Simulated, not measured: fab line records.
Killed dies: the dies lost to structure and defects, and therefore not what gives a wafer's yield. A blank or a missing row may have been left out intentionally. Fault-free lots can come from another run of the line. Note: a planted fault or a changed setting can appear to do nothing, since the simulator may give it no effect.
Which tool is to blame?	flow nand_harc	24 lots, 72 wafers sampled, at 6 steps of a route of 1302

== WHAT EACH GAUGE READ, for each wafer ==
No reading from a measuring or inspecting step in the record can be judged against a usual standard deviation.

== WHICH TOOL RAN EACH LOT (tool, then ch and the chambers of the sampled wafers, then the start) ==
lot	NHARC_A_STAIRCASE_ETCH_273	NHARC_A_STAIRCASE_STRIP_295	NHARC_A_STAIRCASE_DEP_325	NHARC_A_STAIRCASE_CMP_152	NHARC_A_STAIRCASE_ETCHBACK_157	NHARC_A_STAIRCASE_CMP_472
L074	rie_diel-13 ch 1,2,3, day 18 05:34 or earlier	rie_diel-04 ch 0,2,3, day 18 05:34 or earlier	pecvd-04 ch 0,1,2, day 18 05:34	cmp-02 ch 0,1, day 18 18:50	rie_diel-13 ch 1,3, day 18 19:41	cmp-03 ch 0,1,2, day 18 20:15
L075	rie_diel-01 ch 1,2,3, day 18 20:17 or earlier	rie_diel-04 ch 0,2,3, day 18 20:17 or earlier	pecvd-02 ch 0,2, day 18 20:17	cmp-03 ch 0,1,2, day 19 12:23	rie_diel-04 ch 0,2,3, day 19 13:13	cmp-01 ch 0,1,2, day 19 13:46
L076	rie_diel-13 ch 0,1,2, day 19 08:58 or earlier	rie_diel-13 ch 0,1,3, day 19 08:58 or earlier	pecvd-02 ch 0,1,2, day 19 08:58	cmp-01 ch 0,2,3, day 19 22:14	rie_diel-04 ch 0,2,3, day 19 23:03	cmp-02 ch 0,2,3, day 20 00:12
L077	rie_diel-04 ch 0,2,3, day 19 23:15 or earlier	rie_diel-01 ch 1,2, day 19 23:15 or earlier	pecvd-01 ch 1,2, day 19 23:15	cmp-02 ch 0,1,3, day 20 13:54	rie_diel-04 ch 0,2,3, day 20 14:44	cmp-02 ch 0,1,2, day 20 15:17
L078	rie_diel-04 ch 0,1,2, day 19 23:10 or earlier	rie_diel-04 ch 0,1,3, day 19 23:10 or earlier	pecvd-02 ch 0,1,2, day 19 23:10	cmp-03 ch 1,2,3, day 20 13:56	rie_diel-13 ch 1,2,3, day 20 14:47	cmp-01 ch 1,2,3, day 20 15:19
L079	rie_diel-01 ch 0,1,2, day 20 14:31 or earlier	rie_diel-04 ch 1,3, day 20 14:31 or earlier	pecvd-02 ch 0,2, day 20 14:31	cmp-03 ch 0,2,3, day 21 05:23	rie_diel-13 ch 1,3, day 21 06:12	cmp-03 ch 1,2,3, day 21 06:47
L080	rie_diel-13 ch 1,2,3, day 20 14:28 or earlier	rie_diel-01 ch 1,2,3, day 20 14:28 or earlier	pecvd-01 ch 1,2, day 20 14:28	cmp-02 ch 1,2,3, day 21 05:34	rie_diel-01 ch 0,3, day 21 06:23	cmp-02 ch 1,2,3, day 21 06:59
L081	rie_diel-01 ch 0,1,3, day 21 21:47 or earlier	rie_diel-01 ch 0,3, day 21 21:47 or earlier	pecvd-04 ch 1,2, day 21 21:47	cmp-03 ch 0,1,3, day 22 13:55	rie_diel-01 ch 0,3, day 22 14:45	cmp-03 ch 0,1,3, day 22 15:19
L082	rie_diel-13 ch 0,2, day 21 21:38 or earlier	rie_diel-04 ch 1,2,3, day 21 21:38 or earlier	pecvd-02 ch 0,2, day 21 21:38	cmp-03 ch 0,1,3, day 22 11:02	rie_diel-13 ch 0,2,3, day 22 11:53	cmp-02 ch 1,2,3, day 22 12:23
L083	rie_diel-01 ch 0,3, day 22 15:28 or earlier	rie_diel-01 ch 0,2, day 22 15:28 or earlier	pecvd-01 ch 0,2, day 22 15:28	cmp-02 ch 0,2,3, day 23 08:16	rie_diel-01 ch 0,1,3, day 23 09:10	cmp-02 ch 1,3, day 23 09:44
L084	rie_diel-13 ch 0,1,2, day 22 15:24 or earlier	rie_diel-13 ch 0,1,3, day 22 15:24 or earlier	pecvd-02 ch 0,2, day 22 15:24	cmp-03 ch 0,2,3, day 23 08:24	rie_diel-01 ch 0,2,3, day 23 09:15	cmp-01 ch 0,1,2, day 23 09:50
L085	rie_diel-04 ch 0,2, day 22 15:23 or earlier	rie_diel-01 ch 1,3, day 22 15:23 or earlier	pecvd-04 ch 0,1,2, day 22 15:23	cmp-01 ch 1,3, day 23 08:04	rie_diel-13 ch 2,3, day 23 08:54	cmp-01 ch 0,2,3, day 23 09:28
L086	rie_diel-04 ch 0,1, day 23 02:37 or earlier	rie_diel-04 ch 0,1,3, day 23 02:37 or earlier	pecvd-02 ch 0,1,2, day 23 02:37	cmp-01 ch 0,1,2, day 23 15:46	rie_diel-04 ch 0,1,3, day 23 16:37	cmp-02 ch 1,2, day 23 17:08
L088	rie_diel-13 ch 0,2,3, day 23 22:00 or earlier	rie_diel-01 ch 0,1,3, day 23 22:00 or earlier	pecvd-01 ch 0,1,2, day 23 22:00	cmp-03 ch 0,1,2, day 24 17:36	rie_diel-13 ch 0,2,3, day 24 18:26	cmp-03 ch 1,2,3, day 24 19:04
L087	rie_diel-13 ch 2,3, day 24 08:41 or earlier	rie_diel-01 ch 0,3, day 24 08:41 or earlier	pecvd-01 ch 0,2, day 24 08:41	cmp-03 ch 0,1, day 25 04:56	rie_diel-04 ch 2,3, day 25 05:51	cmp-01 ch 0,1, day 25 06:26
L090	rie_diel-01 ch 0,1,2, day 25 01:38 or earlier	rie_diel-13 ch 0,2,3, day 25 01:38 or earlier	pecvd-02 ch 0,2, day 25 01:38	cmp-01 ch 0,1,3, day 25 17:52	rie_diel-01 ch 1,2,3, day 25 18:41	cmp-03 ch 0,3, day 25 19:17
L089	rie_diel-01 ch 1,2,3, day 25 09:00 or earlier	rie_diel-01 ch 1,3, day 25 09:00 or earlier	pecvd-02 ch 0,1, day 25 09:00	cmp-01 ch 0,2, day 25 22:38	rie_diel-04 ch 1,2, day 25 23:29	cmp-02 ch 0,1,3, day 26 00:24
L091	rie_diel-13 ch 0,1,2, day 25 23:32 or earlier	rie_diel-13 ch 0,2,3, day 25 23:32 or earlier	pecvd-01 ch 0,1, day 25 23:32	cmp-02 ch 1,2,3, day 26 16:16	rie_diel-04 ch 1,2, day 26 17:05	cmp-03 ch 0,2,3, day 26 17:47
L092	rie_diel-04 ch 1,2, day 25 23:40 or earlier	rie_diel-04 ch 0,2,3, day 25 23:40 or earlier	pecvd-04 ch 0,2, day 25 23:40	cmp-01 ch 0,2, day 26 17:27	rie_diel-13 ch 0,1, day 26 18:19	cmp-02 ch 1,2,3, day 26 18:54
L094	rie_diel-04 ch 0,1,3, day 26 18:02 or earlier	rie_diel-04 ch 1,2,3, day 26 18:02 or earlier	pecvd-01 ch 1,2, day 26 18:02	cmp-01 ch 2,3, day 27 09:53	rie_diel-04 ch 0,2,3, day 27 10:45	cmp-02 ch 0,2,3, day 27 11:18
L093	rie_diel-04 ch 1,2, day 26 18:02 or earlier	rie_diel-01 ch 1,2,3, day 26 18:02 or earlier	pecvd-04 ch 0,1, day 26 18:02	cmp-02 ch 0,2,3, day 27 09:36	rie_diel-01 ch 0,3, day 27 10:25	cmp-02 ch 0,1, day 27 10:58
L095	rie_diel-04 ch 1,2,3, day 27 04:45 or earlier	rie_diel-04 ch 0,1,2, day 27 04:45 or earlier	pecvd-04 ch 0,1,2, day 27 04:45	cmp-03 ch 0,1,3, day 27 18:39	rie_diel-04 ch 0,1,2, day 27 19:28	cmp-03 ch 1,2,3, day 27 20:08
L096	rie_diel-04 ch 0,1,2, day 27 13:55 or earlier	rie_diel-01 ch 0,1,2, day 27 13:55 or earlier	pecvd-01 ch 0,1, day 27 13:55	cmp-02 ch 0,1, day 28 05:40	rie_diel-01 ch 0,3, day 28 06:32	cmp-02 ch 1,2,3, day 28 07:04
L097	rie_diel-01 ch 1,2,3, day 27 13:49 or earlier	rie_diel-13 ch 0,2, day 27 13:49 or earlier	pecvd-02 ch 0,2, day 27 13:49	cmp-02 ch 0,2, day 28 04:49	rie_diel-01 ch 0,1,2, day 28 05:42	cmp-01 ch 0,1,3, day 28 06:22
- NHARC_A_STAIRCASE_ETCH_273: etches the open film in C4F8/O2/Ar, target depth 10200 nm, time 2468.6 s.
- NHARC_A_STAIRCASE_STRIP_295: strips in O2.
- NHARC_A_STAIRCASE_DEP_325: deposits SiO2, target thk 7200 nm.
- NHARC_A_STAIRCASE_CMP_152: polishes.
- NHARC_A_STAIRCASE_ETCHBACK_157: etches the open film in CH3F/O2, target depth 90 nm, time 167.14 s.
- NHARC_A_STAIRCASE_CMP_472: polishes SiO2.

== AS READ BY THE TOOLS THEMSELVES (means over the sampled wafers that have a number; for cases with no such wafer, the mark the record gives instead) ==
NHARC_A_STAIRCASE_ETCH_273. Usual: oes_product_au 0.938 a.u., standard deviation 0.012; rf_vpp_V 1831 V, standard deviation 12.
lot	tool	oes_product_au (a.u.)	rf_vpp_V (V)	flag
L074	rie_diel-13	0.930	1837	
L075	rie_diel-01	0.947	1829	
L076	rie_diel-13	0.938	1834	
L077	rie_diel-04	0.936	1831	
L078	rie_diel-04	0.935	1822	
L079	rie_diel-01	0.943	1832	
L080	rie_diel-13	0.932	1836	
L081	rie_diel-01	0.929	1836	
L082	rie_diel-13	0.924	1832	
L083	rie_diel-01	0.937	1833	
L084	rie_diel-13	0.939	1834	
L085	rie_diel-04	0.935	1822	
L086	rie_diel-04	0.935	1820	
L088	rie_diel-13	0.923	1835	
L087	rie_diel-13	0.947	1825	
L090	rie_diel-01	0.944	1831	
L089	rie_diel-01	0.927	1827	
L091	rie_diel-13	0.931	1834	
L092	rie_diel-04	0.953	1816	
L094	rie_diel-04	0.955	1828	
L093	rie_diel-04	0.942	1816	
L095	rie_diel-04	0.950	1824	
L096	rie_diel-04	0.941	1818	
L097	rie_diel-01	0.926	1825	

NHARC_A_STAIRCASE_STRIP_295. Usual: drypump_motor_current_A 5.8 A, standard deviation 0.45; oes_product_au 1.003 a.u., standard deviation 0.011; rf_vpp_V 57.8 V, standard deviation 0.82; showerhead_plenum_p_Torr 3.58 Torr, standard deviation 0.15; throttle_valve_pct 17.038 %, standard deviation 0.0082.
lot	tool	drypump_motor_current_A (A)	oes_product_au (a.u.)	rf_vpp_V (V)	showerhead_plenum_p_Torr (Torr)	throttle_valve_pct (%)	flag
L074	rie_diel-04	5.8	1.006	57.5	3.59	17.038	
L075	rie_diel-04	5.7	1.000	58.5	3.58	17.039	
L076	rie_diel-13	6.1	0.999	58.4	3.78	17.037	
L077	rie_diel-01	6.3	0.998	57.3	3.51	17.037	
L078	rie_diel-04	5.9	1.001	58.5	3.57	17.033	
L079	rie_diel-04	6.2	1.009	57.1	3.63	17.041	
L080	rie_diel-01	5.9	1.000	57.5	3.55	17.036	
L081	rie_diel-01	5.2	1.005	57.8	3.62	17.039	
L082	rie_diel-04	6.0	1.009	58.3	3.51	17.048	
L083	rie_diel-01	6.0	1.005	57.6	3.54	17.033	
L084	rie_diel-13	6.2	1.003	58.7	3.76	17.032	
L085	rie_diel-01	5.6	1.010	57.8	3.59	17.042	
L086	rie_diel-04	6.0	1.012	57.8	3.55	17.043	
L088	rie_diel-01	5.4	1.015	57.5	3.63	17.037	
L087	rie_diel-01	5.2	1.013	58.7	3.61	17.037	
L090	rie_diel-13	5.7	0.989	58.1	3.62	17.039	
L089	rie_diel-01	5.4	1.016	57.4	3.56	17.031	
L091	rie_diel-13	5.7	0.997	58.5	3.61	17.029	
L092	rie_diel-04	5.8	1.012	57.3	3.55	17.037	
L094	rie_diel-04	6.0	1.011	57.6	3.49	17.043	
L093	rie_diel-01	5.9	0.999	57.1	3.52	17.041	
L095	rie_diel-04	5.7	1.008	57.7	3.42	17.037	
L096	rie_diel-01	5.8	0.993	58.2	3.57	17.033	
L097	rie_diel-13	5.6	0.992	57.6	3.47	17.033	

NHARC_A_STAIRCASE_DEP_325. Usual: heater_power_w reads 634 W (standard deviation 94).
lot	tool	heater_power_w (W)	flag
L074	pecvd-04	564	
L075	pecvd-02	624	
L076	pecvd-02	670	
L077	pecvd-01	650	
L078	pecvd-02	690	
L079	pecvd-02	642	
L080	pecvd-01	661	
L081	pecvd-04	555	
L082	pecvd-02	626	
L083	pecvd-01	697	
L084	pecvd-02	625	
L085	pecvd-04	555	
L086	pecvd-02	664	
L088	pecvd-01	727	
L087	pecvd-01	667	
L090	pecvd-02	625	
L089	pecvd-02	662	
L091	pecvd-01	694	
L092	pecvd-04	582	
L094	pecvd-01	692	
L093	pecvd-04	515	
L095	pecvd-04	604	
L096	pecvd-01	685	
L097	pecvd-02	701	

NHARC_A_STAIRCASE_CMP_152. Usual: motor_current_A 12.2 A, standard deviation 1.1; pad_life_wafers 195, standard deviation 120.
lot	tool	motor_current_A (A)	pad_life_wafers	flag
L074	cmp-02	13.8	396	
L075	cmp-03	12.4	355	
L076	cmp-01	12.6	266	
L077	cmp-02	12.1	171	
L078	cmp-03	12.3	49	
L079	cmp-03	12.1	128	
L080	cmp-02	11.4	254	
L081	cmp-03	12.7	272	
L082	cmp-03	12.2	260	
L083	cmp-02	12.1	26	
L084	cmp-03	12.3	350	
L085	cmp-01	11.6	181	
L086	cmp-01	12.1	224	
L088	cmp-03	12.5	61	
L087	cmp-03	12.1	114	
L090	cmp-01	11.9	50	
L089	cmp-01	12.1	73	
L091	cmp-02	10.9	350	
L092	cmp-01	12.2	152	
L094	cmp-01	12.3	264	
L093	cmp-02	12.3	25	
L095	cmp-03	12.4	392	
L096	cmp-02	13.3	140	
L097	cmp-02	13.7	121	

NHARC_A_STAIRCASE_ETCHBACK_157. Usual: drypump_motor_current_A 5.8 A, standard deviation 0.44; oes_product_au 0.96 a.u., standard deviation 0.03; rf_vpp_V 244.9 V, standard deviation 1.8; showerhead_plenum_p_Torr 2.50 Torr, standard deviation 0.11; throttle_valve_pct 20.663 %, standard deviation 0.0082.
lot	tool	drypump_motor_current_A (A)	oes_product_au (a.u.)	rf_vpp_V (V)	showerhead_plenum_p_Torr (Torr)	throttle_valve_pct (%)	flag
L074	rie_diel-13	6.1	0.92	247.0	2.65	20.664	
L075	rie_diel-04	5.8	0.99	245.0	2.49	20.663	
L076	rie_diel-04	5.8	0.94	244.8	2.49	20.671	
L077	rie_diel-04	5.8	0.94	244.8	2.49	20.663	
L078	rie_diel-13	5.9	0.95	245.5	2.55	20.663	
L079	rie_diel-13	6.3	0.95	247.7	2.64	20.663	
L080	rie_diel-01	5.2	0.96	246.2	2.53	20.663	
L081	rie_diel-01	5.2	0.94	244.8	2.52	20.662	
L082	rie_diel-13	5.7	0.95	245.7	2.53	20.676	
L083	rie_diel-01	5.4	0.99	244.9	2.53	20.662	
L084	rie_diel-01	5.6	0.97	244.9	2.49	20.667	
L085	rie_diel-13	5.7	1.01	245.9	2.54	20.665	
L086	rie_diel-04	5.9	1.01	244.0	2.47	20.659	
L088	rie_diel-13	5.7	1.00	245.3	2.52	20.664	
L087	rie_diel-04	5.8	1.01	243.7	2.44	20.667	
L090	rie_diel-01	5.8	0.94	244.6	2.45	20.661	
L089	rie_diel-04	5.9	0.92	242.5	2.34	20.671	
L091	rie_diel-04	5.8	0.96	242.9	2.35	20.656	
L092	rie_diel-13	6.1	0.95	246.4	2.60	20.659	
L094	rie_diel-04	5.7	0.95	243.9	2.47	20.659	
L093	rie_diel-01	5.2	0.96	245.0	2.54	20.665	
L095	rie_diel-04	5.7	0.93	243.0	2.38	20.663	
L096	rie_diel-01	5.2	0.95	245.0	2.50	20.665	
L097	rie_diel-01	5.8	0.95	245.2	2.48	20.661	

NHARC_A_STAIRCASE_CMP_472. Usual: motor_current_A 12.1 A, standard deviation 1.2; pad_life_wafers 201, standard deviation 120.
lot	tool	motor_current_A (A)	pad_life_wafers	flag
L074	cmp-03	12.5	278	
L075	cmp-01	11.8	211	
L076	cmp-02	12.3	92	
L077	cmp-02	12.3	176	
L078	cmp-01	11.7	350	
L079	cmp-03	12.5	134	
L080	cmp-02	11.1	260	
L081	cmp-03	12.5	278	
L082	cmp-02	11.1	361	
L083	cmp-02	11.5	37	
L084	cmp-01	12.0	200	
L085	cmp-01	12.6	193	
L086	cmp-02	11.7	66	
L088	cmp-03	12.4	68	
L087	cmp-01	11.5	1	
L090	cmp-03	12.3	168	
L089	cmp-02	12.5	266	
L091	cmp-03	12.8	267	
L092	cmp-02	10.6	368	
L094	cmp-02	11.9	50	
L093	cmp-02	13.7	42	
L095	cmp-03	12.3	410	
L096	cmp-02	11.2	158	
L097	cmp-01	11.4	397	

== THE ANSWER, worked out from the rows above alone ==
Rule: a lot counts as off when the mean over its wafers that have a number is more than 3 standard deviations away from the usual mean. A lot without any number at a reading at which 4 lots or more have one is off too. Any other lot the step has rows for is counted as sound. The gauges are gone through in route order, then the tools' own readings, and for those a lot's mean is taken as printed above. The first step at which some lot is off is used, and at that step the reading that is off furthest; a lot without a number counts as furthest.
None of the lots is off at any reading shown; this tells nothing.

== WHAT HAD BEEN PUT IN BY THE SIMULATOR ==
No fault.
